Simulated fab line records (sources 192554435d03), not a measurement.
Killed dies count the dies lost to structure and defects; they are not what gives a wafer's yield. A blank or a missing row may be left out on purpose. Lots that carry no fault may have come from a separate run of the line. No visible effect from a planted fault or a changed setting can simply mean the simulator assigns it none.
Chamber matching | flow n5-finfet | N5_FIN_SAQP_HM_OPEN_73 on rie-diel-01 has 4 sister chambers
The step chemistry CHF3/O2, target SiO2, stops on a-Si, target depth 12 nm, time 16.8 s. 14 wafers are shown with their chamber, then 7 later ones without.

WAFERS WITH THEIR CHAMBER
wafer  | chamber | showerhead-plenum-p-Torr (Torr) | drypump-motor-current-A (A) | rf-vpp-V (V)
L080.3 | 0       | 2.50                            | 5.36                        | 523
L080.4 | 3       | 2.35                            | 5.22                        | 509
L080.5 | 2       | 2.32                            | 5.75                        | 518
L081.4 | 2       | 2.31                            | 5.79                        | 518
L081.5 | 3       | 2.35                            | 5.26                        | 508
L081.6 | 0       | 2.50                            | 5.35                        | 525
L082.1 | 3       | 2.35                            | 5.25                        | 509
L082.2 | 0       | 2.50                            | 5.32                        | 523
L082.4 | 2       | 2.31                            | 5.77                        | 519
L093.1 | 3       | 2.34                            | 5.25                        | 509
L093.2 | 1       | 2.29                            | 5.65                        | 530
L093.4 | 1       | 2.29                            | 5.65                        | 532
L094.2 | 1       | 2.29                            | 5.66                        | 531
L094.3 | 3       | 2.34                            | 5.22                        | 510

SIGNATURES (means of the wafers above)
reading                  | chamber 0 | chamber 1 | chamber 2 | chamber 3 | scatter within a chamber
showerhead-plenum-p-Torr | 2.5000    | 2.2900    | 2.3133    | 2.3460    | 0.00432
drypump-motor-current-A  | 5.3433    | 5.6533    | 5.7700    | 5.2400    | 0.0177
rf-vpp-V                 | 523.67    | 531.00    | 518.33    | 509.00    | 0.856
Rule: a wafer lies at a distance from a chamber equal to the root of the sum of squares, over the readings, of (its reading less the chamber's mean, divided by the reading's scatter). If the next closest chamber is less than 2 further off than the closest, the wafer can't be placed; otherwise it belongs to the closest. How the scatter is found: for the shown wafers, subtract from each reading the mean of its chamber, square and add these, divide the total by (wafers less chambers), then take the root.

WAFERS MISSING THEIR CHAMBER
wafer  | showerhead-plenum-p-Torr (Torr) | drypump-motor-current-A (A) | rf-vpp-V (V)
L094.4 | 2.49                            | 5.35                        | 524
L095.3 | 2.30                            | 5.77                        | 519
L095.4 | 2.29                            | 5.64                        | 531
L095.5 | 2.34                            | 5.25                        | 508
L096.2 | 2.49                            | 5.33                        | 524
L096.3 | 2.34                            | 5.28                        | 509
L096.5 | 2.34                            | 5.24                        | 508

WHICH CHAMBER EACH WENT THROUGH
wafer  | from the rows above | in truth
L094.4 | 0                   | 0
L095.3 | 2                   | 2
L095.4 | 1                   | 1
L095.5 | 3                   | 3
L096.2 | 0                   | 0
L096.3 | 3                   | 3
L096.5 | 3                   | 3
Correctly placed: 7 of 7. Can't be placed from these rows: 0. Number placed wrongly: 0.
